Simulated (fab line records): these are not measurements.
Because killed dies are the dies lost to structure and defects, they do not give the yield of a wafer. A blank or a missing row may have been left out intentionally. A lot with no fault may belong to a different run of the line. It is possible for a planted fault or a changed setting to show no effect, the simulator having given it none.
fab line records	flow nand_harc
[record] lots = 7	wafers = 21	last_day = 34
route steps=1302 shown P_M0@264
lots with no fault: from the same line, run without faults
start_h: the number of hours between the record's first day and the start of the first shown wafer of the lot	wait_h: hours elapsed since this lot's preceding step	" as in the row above	L1.1+2: several wafers, shown together as one row	- no value, or no start given	* or withheld: withheld	< > ~ a bound
route shown NAME@n: NAME is a module with steps in the file, n the number in the route of the first one	usual: mean/standard deviation taken from wafers without a fault	same: alike in all rows	chamber/n: place in a boat	sites: readings site by site	_std_site: standard deviation across them	_edge_site: the outer-site mean with the inner-site mean subtracted	radius_mm: how far each site lies from the wafer's centre	mask NAME#n: copy n	behind: the most recent tool/chamber to have shaped the wafer	hold: reason for holding the lot/hours on hold/outcome of the hold	device: names the non-switching transistor (n, p or np)	end of line: the same wafers' tests at the end of the route	step lacking rows: just its recipe	killed: dies that structure and defects cost at the first sort, which is not the same as the wafer's yield	map: dies across one wafer; x = killed, . = not, _ = none there
set.NAME: the setting as run; set.NAME@STEP: as run at that earlier step	model.NAME: the simulator's own value behind a step, which no gauge read
lots at some steps of the route; a table a step, a row a wafer
services: when a tool's chamber went out of use (start_h, in hours from the record's first day, below 0 if earlier), for how many hours, and the reason
[[steps]]
[step NHARC_P_M0_OVL_MEAS_10]
[recipe] pitch_nm = 180
[usual] overlay_x_nm = -0.1/0.65	overlay_y_nm = -0.3/0.73
lot.wafer	tool	chamber	start_h	wait_h	overlay_x_nm	overlay_y_nm
L805.3	overlay-01	-	144.19	-	1.3	0.1
L805.5	"	-	"	"	1.2	0.0
L805.6	"	-	"	"	0.8	-0.1
L816.1	overlay-01	-	245.94	-	0.0	0.1
L816.4	"	-	"	"	0.5	0.2
L816.6	"	-	"	"	0.0	0.4
L817.1	overlay-01	-	246.45	-	-0.1	-0.4
L817.5	"	-	"	"	-0.2	-0.2
L817.6	"	-	"	"	-0.4	-0.9
L818.1	overlay-01	-	269.76	-	-0.5	0.7
L818.4	"	-	"	"	-0.2	0.2
L818.5	"	-	"	"	-0.6	0.1
L819.3	overlay-02	-	271.57	-	0.2	0.9
L819.5	"	-	"	"	-0.3	0.3
L819.6	"	-	"	"	0.7	1.0
L826.1	overlay-02	-	339.98	-	0.4	-0.6
L826.2	"	-	"	"	0.0	-0.5
L826.6	"	-	"	"	-0.1	-0.5
L827.2	overlay-01	-	350.15	-	-0.6	1.1
L827.3	"	-	"	"	-0.1	0.6
L827.6	"	-	"	"	0.1	0.5
[step NHARC_P_M0_INSPECT_11]
[usual] raw_defect_count = 3.8/2.3
lot.wafer	tool	chamber	start_h	wait_h	raw_defect_count
L805.3	defect_inspect-01	-	144.23	0.0	6
L805.5	"	-	"	"	5
L805.6	"	-	"	"	4
L816.1	defect_inspect-02	-	245.97	0.0	5
L816.4	"	-	"	"	3
L816.6	"	-	"	"	4
L817.1	defect_inspect-02	-	246.48	0.0	4
L817.5	"	-	"	"	1
L817.6	"	-	"	"	2
L818.1	defect_inspect-01	-	269.79	0.0	2
L818.4	"	-	"	"	2
L818.5	"	-	"	"	3
L819.3	defect_inspect-02	-	271.61	0.0	5
L819.5	"	-	"	"	5
L819.6	"	-	"	"	4
L826.1	defect_inspect-01	-	340.01	0.0	3
L826.2	"	-	"	"	2
L826.6	"	-	"	"	5
L827.2	defect_inspect-01	-	350.19	0.0	7
L827.3	"	-	"	"	6
L827.6	"	-	"	"	1
[step NHARC_P_M0_DESCUM_14]
[recipe] time_s = 3	o2_flow_sccm = 200	ar_flow_sccm = 0	bias_power_w = 0	chemistry = O2
[step NHARC_P_M0_ETCH_34]
[recipe] target_depth_a = 400	overetch_a = 120	time_s = 43.94	ion_energy_ev = 200	n2_flow_sccm = 150	h2_flow_sccm = 150	ar_flow_sccm = 0	rf_w = 400	bias_w = 150	chemistry = N2/H2
[step NHARC_P_M0_ETCH_15]
[recipe] target_depth_a = 1500	overetch_a = 150	time_s = 82.5	c4f8_flow_sccm = withheld	ar_flow_sccm = 400	rf_w = 600	bias_w = 300	chemistry = C4F8/Ar
[usual] oes_product_au = 0.958/0.021	rf_vpp_V = 439.2/2.9
lot.wafer	tool	chamber	start_h	wait_h	oes_product_au	rf_hours_counter_h	rf_vpp_V
L805.3	rie_diel-05	1	-	-	0.968	13	444.1
L805.5	"	2	"	"	0.965	-	437.7
L805.6	"	3	"	"	0.977	-	439.8
L816.1	rie_diel-05	2	-	-	0.958	0	436.8
L816.4	"	0	"	"	0.978	0	441.2
L816.6	"	2	"	"	0.951	-	438.3
L817.1	rie_diel-04	2	-	-	0.958	15	444.0
L817.5	"	2	"	"	0.940	-	443.0
L817.6	"	3	"	"	0.952	-	435.7
L818.1	rie_diel-05	3	-	-	0.962	2	435.2
L818.4	"	0	"	"	0.963	2	441.5
L818.5	"	0	"	"	0.952	-	440.4
L819.3	rie_diel-01	0	-	-	0.951	23	439.5
L819.6	"	1	"	"	0.983	-	439.2
L819.5	"	2	"	"	0.973	-	437.8
L826.1	rie_diel-04	3	-	-	0.914	49	436.0
L826.2	"	0	"	"	0.921	52	438.2
L826.6	"	3	"	"	0.922	-	436.1
L827.2	rie_diel-05	0	-	-	0.958	16	441.1
L827.3	"	2	"	"	0.985	17	438.1
L827.6	"	3	"	"	0.979	-	434.3
[step NHARC_P_M0_CD_MEAS_16]
[usual] cd_nm = 89.9/0.57
lot.wafer	tool	chamber	start_h	wait_h	cd_nm
L805.3	cd_sem-03	-	144.59	-	89.5
L805.5	"	-	"	"	90.3
L805.6	"	-	"	"	89.3
L816.1	cd_sem-03	-	246.33	-	89.9
L816.4	"	-	"	"	90.1
L816.6	"	-	"	"	89.0
L817.1	cd_sem-02	-	246.84	-	89.9
L817.5	"	-	"	"	90.3
L817.6	"	-	"	"	89.4
L818.1	cd_sem-03	-	270.18	-	89.3
L818.4	"	-	"	"	89.9
L818.5	"	-	"	"	88.7
L819.3	cd_sem-01	-	271.97	-	89.6
L819.5	"	-	"	"	90.7
L819.6	"	-	"	"	90.5
L826.1	cd_sem-02	-	340.45	-	89.8
L826.2	"	-	"	"	88.6
L826.6	"	-	"	"	90.2
L827.2	cd_sem-02	-	350.55	-	89.3
L827.3	"	-	"	"	89.1
L827.6	"	-	"	"	90.4
[step NHARC_P_M0_STRIP_18]
[recipe] power_w = 1000	n2_flow_sccm = 150	h2_flow_sccm = 150	ar_flow_sccm = 0	bias_w = 0	chemistry = N2/H2
[usual] drypump_motor_current_A = 5.7/0.42	h2_flow_sccm = 149.9/0.48	oes_product_au = 1.002/0.0068	rf_vpp_V = 90.5/0.98	showerhead_plenum_p_Torr = 2.00/0.1	throttle_valve_pct = 14.171/0.0084
lot.wafer	tool	chamber	start_h	wait_h	drypump_motor_current_A	h2_flow_sccm	oes_product_au	rf_hours_counter_h	rf_vpp_V	showerhead_plenum_p_Torr	throttle_valve_pct
L805.3	rie_diel-05	0	144.69	0.1	6.0	149.4	1.002	12	90.1	2.04	14.182
L805.5	"	3	"	"	5.2	149.6	1.005	-	90.4	1.89	14.163
L805.6	"	0	"	"	6.0	150.3	1.004	-	91.1	2.04	14.181
L816.1	rie_diel-01	0	246.46	0.1	5.6	150.3	0.986	17	89.4	1.98	14.174
L816.4	"	1	"	"	5.4	149.9	0.998	16	89.5	2.01	14.164
L816.6	"	3	"	"	5.9	150.3	1.011	-	91.5	2.21	14.163
L817.1	rie_diel-05	3	246.94	0.1	5.2	149.6	1.001	0	90.7	1.88	14.193
L817.5	"	2	"	"	5.9	150.3	1.006	-	90.2	1.94	14.161
L817.6	"	3	"	"	5.2	149.9	0.999	-	89.3	1.88	14.163
L818.4	rie_diel-04	1	270.28	0.1	6.3	151.2	0.998	23	89.8	1.99	14.176
L818.1	"	3	"	"	5.5	150.4	0.994	26	91.0	1.88	14.185
L818.5	"	0	"	"	6.2	150.5	0.999	-	91.0	1.95	14.170
L819.3	rie_diel-01	1	272.07	0.1	5.4	150.8	0.998	21	90.9	2.00	14.174
L819.5	"	0	"	"	5.7	150.2	0.993	-	91.4	1.97	14.170
L819.6	"	1	"	"	5.4	149.7	0.999	-	90.9	2.00	14.167
L826.2	rie_diel-05	0	340.72	0.3	6.1	149.0	0.999	15	90.1	2.03	14.201
L826.1	"	1	"	"	5.1	149.2	0.995	15	92.0	2.18	14.170
L826.6	"	3	"	"	5.2	150.1	1.001	-	89.3	1.88	14.172
L827.2	rie_diel-05	1	350.68	0.1	5.1	149.9	1.000	16	91.3	2.18	14.168
L827.3	"	2	"	"	5.9	149.3	0.991	17	89.9	1.94	14.170
L827.6	"	0	"	"	6.0	149.9	1.000	-	90.6	2.03	14.178
[step NHARC_P_M0_STRIP_19]
[recipe] time_s = 600	temp_c = 30	chemistry = post_etch_residue_remover
[step NHARC_P_M0_DEGAS_28]
[recipe] temp_c = 250	time_s = 60
[step NHARC_P_M0_PRE_CLEAN_29]
[recipe] time_s = 30	temp_c = 280	gas = H2/He
[usual] heater_power_w = 411/37
lot.wafer	tool	chamber	start_h	wait_h	heater_power_w
L805.3	pvd_sputter-01	-	-	-	375
L805.6	"	-	"	"	494
L805.5	"	-	"	"	412
L816.4	pvd_sputter-02	-	-	-	369
L816.1	"	-	"	"	449
L816.6	"	-	"	"	368
L817.1	pvd_sputter-03	-	-	-	429
L817.6	"	-	"	"	371
L817.5	"	-	"	"	407
L818.4	pvd_sputter-02	-	-	-	430
L818.1	"	-	"	"	364
L818.5	"	-	"	"	452
L819.3	pvd_sputter-03	-	-	-	401
L819.6	"	-	"	"	383
L819.5	"	-	"	"	406
L826.2	pvd_sputter-01	-	-	-	363
L826.1	"	-	"	"	424
L826.6	"	-	"	"	352
L827.3	pvd_sputter-02	-	-	-	384
L827.2	"	-	"	"	410
L827.6	"	-	"	"	406
[step NHARC_P_M0_PVD_20]
[recipe] target_thk_a = 50	bias_v = 168.6	power_w = 15000	chamber_pressure_pa = 0.12	time_s = 8.06	substrate_temp_c = 50	material = TaN
[step NHARC_P_M0_PVD_21]
[recipe] target_thk_a = 300	chamber_pressure_pa = 5	power_w = 5000	substrate_temp_c = 30	time_s = 20.49	material = Cu
[usual] cathode_dc_power_W = 5000.0/0.89	throttle_valve_pct = 29.9/1.4
lot.wafer	tool	chamber	start_h	wait_h	cathode_dc_power_W	throttle_valve_pct
L805.3	pvd_sputter-01	-	-	-	5000.3	29.4
L805.5	"	-	"	"	5000.8	29.0
L805.6	"	-	"	"	4999.1	31.2
L816.4	pvd_sputter-02	-	-	-	4999.9	29.3
L816.1	"	-	"	"	5000.5	32.1
L816.6	"	-	"	"	4999.3	30.8
L817.1	pvd_sputter-03	-	-	-	5000.0	29.8
L817.5	"	-	"	"	5000.3	29.9
L817.6	"	-	"	"	5000.4	30.8
L818.4	pvd_sputter-02	-	-	-	5000.7	27.7
L818.1	"	-	"	"	5000.4	30.7
L818.5	"	-	"	"	5000.3	32.2
L819.3	pvd_sputter-03	-	-	-	5001.3	30.5
L819.5	"	-	"	"	5000.1	30.3
L819.6	"	-	"	"	5000.3	30.5
L826.2	pvd_sputter-01	-	-	-	4998.4	31.0
L826.1	"	-	"	"	4999.8	29.3
L826.6	"	-	"	"	4999.0	28.5
L827.3	pvd_sputter-02	-	-	-	4999.8	29.8
L827.2	"	-	"	"	5000.1	27.2
L827.6	"	-	"	"	5000.3	29.6
[step NHARC_P_M0_ECD_22]
[recipe] target_thk_a = 4000	bath_temp_c = 25	material = Cu
[usual] bath_heat_duty_pct = 6.4/0.47	bath_temp_c = 24.99/0.11
lot.wafer	tool	chamber	start_h	wait_h	bath_heat_duty_pct	bath_temp_c
L805.3	ecd_cu-02	1	145.73	-	5.8	25.01
L805.5	"	0	"	"	6.5	24.76
L805.6	"	1	"	"	5.6	24.98
L816.1	ecd_cu-01	1	247.31	-	-	-
L816.4	"	0	"	"	-	-
L816.6	"	0	"	"	-	-
L817.1	ecd_cu-01	0	247.83	-	-	-
L817.5	"	0	"	"	-	-
L817.6	"	1	"	"	-	-
L818.1	ecd_cu-01	0	271.22	-	-	-
L818.4	"	0	"	"	-	-
L818.5	"	0	"	"	-	-
L819.3	ecd_cu-01	0	273.09	-	6.3	24.94
L819.5	"	1	"	"	6.5	25.12
L819.6	"	0	"	"	6.9	24.93
L826.2	ecd_cu-01	1	341.60	-	6.9	24.95
L826.1	"	0	"	"	6.9	25.02
L826.6	"	1	"	"	6.7	24.93
L827.2	ecd_cu-02	0	352.05	-	6.8	24.98
L827.3	"	0	"	"	6.3	25.12
L827.6	"	0	"	"	6.0	25.00
[step NHARC_P_M0_ANNEAL_30]
[recipe] temp_c = 225	time_s = 90
[usual] wafer_temp_C_max = 225.93/0.29
lot.wafer	tool	chamber	start_h	wait_h	wafer_temp_C_max
L805.3	rtp_anneal-02	0	146.06	0.3	225.77
L805.5	"	0	"	"	225.84
L805.6	"	0	"	"	225.71
L816.1	rtp_anneal-02	0	247.68	0.3	225.63
L816.4	"	0	"	"	225.73
L816.6	"	0	"	"	225.57
L817.1	rtp_anneal-01	0	248.20	0.3	225.57
L817.5	"	0	"	"	226.30
L817.6	"	0	"	"	226.68
L818.1	rtp_anneal-02	0	271.55	0.3	225.82
L818.4	"	0	"	"	226.01
L818.5	"	0	"	"	226.25
L819.3	rtp_anneal-02	0	273.42	-	225.66
L819.5	"	0	"	"	225.76
L819.6	"	0	"	"	226.14
L826.1	rtp_anneal-02	0	341.98	0.3	225.67
L826.2	"	0	"	"	225.86
L826.6	"	0	"	"	225.66
L827.2	rtp_anneal-01	0	352.63	-	226.36
L827.3	"	0	"	"	225.91
L827.6	"	0	"	"	226.29
[step NHARC_P_M0_CMP_23]
[recipe] t_overpolish_s = 20	target_thk_nm = 117.54
[usual] motor_current_A = 11.7/1.1	slurry_flow_ml_min = 150.0/0.51	time_to_endpoint_s = 27.8/2.6
lot.wafer	tool	chamber	start_h	wait_h	motor_current_A	slurry_flow_ml_min	time_to_endpoint_s
L805.3	cmp-04	2	146.30	-	11.0	149.4	26.1
L805.5	"	2	"	"	11.3	149.3	26.1
L805.6	"	3	"	"	11.4	150.3	26.9
L816.1	cmp-04	0	248.05	-	13.8	150.0	0.0
L816.4	"	2	"	"	10.6	150.2	0.0
L816.6	"	3	"	"	11.1	150.3	0.0
L817.1	cmp-01	2	248.55	-	11.7	149.5	2.0
L817.5	"	2	"	"	10.6	149.5	2.2
L817.6	"	3	"	"	12.1	150.1	4.2
L818.1	cmp-03	1	271.92	-	12.5	151.4	5.2
L818.4	"	3	"	"	12.8	150.6	4.9
L818.5	"	0	"	"	11.3	149.2	3.6
L819.3	cmp-04	0	273.66	-	13.1	149.4	25.9
L819.5	"	0	"	"	12.9	149.9	22.2
L819.6	"	1	"	"	10.9	149.6	24.3
L826.1	cmp-03	3	342.38	-	12.8	150.3	25.7
L826.2	"	0	"	"	11.8	149.8	25.1
L826.6	"	2	"	"	11.2	150.2	22.3
L827.3	cmp-04	3	352.95	-	11.6	150.5	29.8
L827.2	"	1	"	"	10.7	150.2	29.7
L827.6	"	2	"	"	11.1	150.1	26.9
[step NHARC_P_M0_THK_MEAS_24]
[recipe] thk_meas_gauge = xrf
[usual] thk_nm = 117.0/1.4
lot.wafer	tool	chamber	start_h	wait_h	thk_nm
L805.3	film_metro-01	-	146.62	-	118.1
L805.5	"	-	"	"	114.5
L805.6	"	-	"	"	117.3
L816.1	film_metro-01	-	248.34	-	31.8
L816.4	"	-	"	"	30.3
L816.6	"	-	"	"	29.4
L817.1	film_metro-01	-	248.87	-	29.5
L817.5	"	-	"	"	29.3
L817.6	"	-	"	"	29.0
L818.1	film_metro-02	-	272.21	-	29.7
L818.4	"	-	"	"	27.9
L818.5	"	-	"	"	29.6
L819.3	film_metro-02	-	273.97	-	115.9
L819.5	"	-	"	"	117.1
L819.6	"	-	"	"	117.1
L826.1	film_metro-02	-	342.64	-	116.8
L826.2	"	-	"	"	117.8
L826.6	"	-	"	"	116.4
L827.2	film_metro-01	-	353.24	-	116.6
L827.3	"	-	"	"	117.3
L827.6	"	-	"	"	116.0
[step NHARC_P_M0_SRD_25]
[[services]]
tool	chamber	start_h	hours	kind
pvd_sputter-02	-	123.00	1.9	repair
rie_diel-01	1	129.90	6.6	repair
ecd_cu-02	-	135.35	1.1	repair
cmp-04	-	153.57	1.4	repair
pvd_sputter-03	-	170.91	10.0	pm
rie_diel-04	-	178.24	9.0	pm
rie_diel-05	1	178.51	9.6	repair
rie_diel-01	-	203.83	9.0	pm
ecd_cu-01	-	204.67	8.0	pm
cmp-04	-	209.13	4.0	pm
pvd_sputter-03	-	217.20	2.5	repair
pvd_sputter-01	-	226.00	10.0	pm
rie_diel-05	-	229.60	9.0	pm
pvd_sputter-02	-	276.17	1.2	repair
pvd_sputter-02	-	282.08	10.0	pm
pvd_sputter-02	-	292.59	1.7	repair
ecd_cu-01	-	294.01	8.2	repair
rie_diel-04	2	304.43	5.0	repair
cmp-04	-	307.13	4.0	pm
pvd_sputter-03	-	312.77	0.8	repair
pvd_sputter-02	-	317.60	2.1	repair
rie_diel-01	3	325.73	9.5	repair
pvd_sputter-03	-	348.91	10.0	pm
pvd_sputter-01	-	350.29	4.9	repair
[[key]]
[first_sign] step = NHARC_P_M0_ECD_22	reading = tool_record	direction = missing
[effect] step = NHARC_P_M0_CMP_23	reading = time_to_endpoint_s	direction = down	sigmas = 9.6	usual = *	struck = *
[effect] step = NHARC_P_M0_THK_MEAS_24	reading = thk_nm	direction = down	sigmas = 64	usual = 117.0	struck = 29.6
met_at NHARC_P_M0_ECD_22
struck_wafers L816.1,L816.4,L816.6,L817.1,L817.5,L817.6,L818.1,L818.4,L818.5
later_rows_left_out L816.1,L816.4,L816.6,L817.1,L817.5,L817.6,L818.1,L818.4,L818.5
sort_left_out L816.1,L816.4,L816.6,L817.1,L817.5,L817.6,L818.1,L818.4,L818.5
[fault] kind = skipped_step_whole	tool = ecd_cu-01	chamber = -	onset_h = 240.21	steps = NHARC_P_M0_ECD_22	scope = struck_lots_only
// sort_left_out: the simulated sort isn't trusted on such a fault, so these wafers' sort isn't shown, and their yield isn't known
// later_rows_left_out: the simulator's readings of these wafers behind a module that went badly wrong aren't trusted and aren't shown, but for the sort
